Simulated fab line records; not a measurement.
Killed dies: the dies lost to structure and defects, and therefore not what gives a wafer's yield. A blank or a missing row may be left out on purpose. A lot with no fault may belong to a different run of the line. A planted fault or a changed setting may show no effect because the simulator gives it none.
Chamber matching	flow nand_harc	NHARC_P_M1_DESCUM_14 on rie_diel-08: 4 sister chambers
The step chemistry O2, time 3 s. 16 wafers are shown with their chamber, then 8 later ones without.

## WAFERS, EACH WITH ITS CHAMBER
wafer	chamber	drypump_motor_current_A (A)	throttle_valve_pct (%)	oes_product_au (a.u.)
L086.1	3	5.4	11.297	0.990
L086.2	1	6.1	11.308	0.995
L086.3	0	5.6	11.318	0.996
L086.4	2	5.5	11.300	0.990
L086.5	3	5.3	11.308	0.991
L086.6	0	5.6	11.319	0.992
L087.1	1	6.1	11.305	1.001
L087.2	0	5.6	11.321	1.000
L087.3	2	5.5	11.298	0.998
L087.4	3	5.4	11.296	0.989
L087.5	2	5.5	11.290	0.990
L087.6	3	5.4	11.307	0.992
L091.1	1	6.1	11.317	1.001
L091.2	3	5.4	11.303	0.995
L091.3	0	5.6	11.307	1.002
L091.4	2	5.5	11.307	1.000

SIGNATURES (means of the wafers above)
reading	chamber 0	chamber 1	chamber 2	chamber 3	scatter within a chamber
drypump_motor_current_A	5.600	6.100	5.500	5.380	0.0258
throttle_valve_pct	11.31625	11.31000	11.29875	11.30220	0.00623
oes_product_au	0.99750	0.99900	0.99450	0.99140	0.00395
Rule: for a wafer and a chamber, the distance is found by dividing, reading by reading, the gap between the wafer's reading and the chamber's mean by the reading's scatter, squaring, summing and taking the root. If the next closest chamber is less than 2 further off than the closest, the wafer can't be placed; otherwise it belongs to the closest. The scatter: the root of (the sum of the squares of (reading less its chamber's mean) over the shown wafers, divided by (wafers less chambers)).

## WAFERS WITHOUT THEIR CHAMBER
wafer	drypump_motor_current_A (A)	throttle_valve_pct (%)	oes_product_au (a.u.)
L091.5	5.4	11.308	0.987
L091.6	5.5	11.308	1.002
L090.1	5.4	11.303	0.989
L090.2	5.5	11.309	1.001
L090.3	5.6	11.308	0.999
L090.4	6.2	11.314	1.008
L090.5	5.6	11.308	0.996
L090.6	5.4	11.296	0.989

## THE CHAMBER EACH PASSED THROUGH
wafer	from the rows above	in truth
L091.5	3	3
L091.6	can't be placed: 2 or 0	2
L090.1	3	3
L090.2	can't be placed: 2 or 0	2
L090.3	0	0
L090.4	1	1
L090.5	0	0
L090.6	3	3
6 of 8 placed correctly. From these rows, 2 cannot be placed; in 2 the true chamber is one of the candidates. Number placed wrongly: 0.
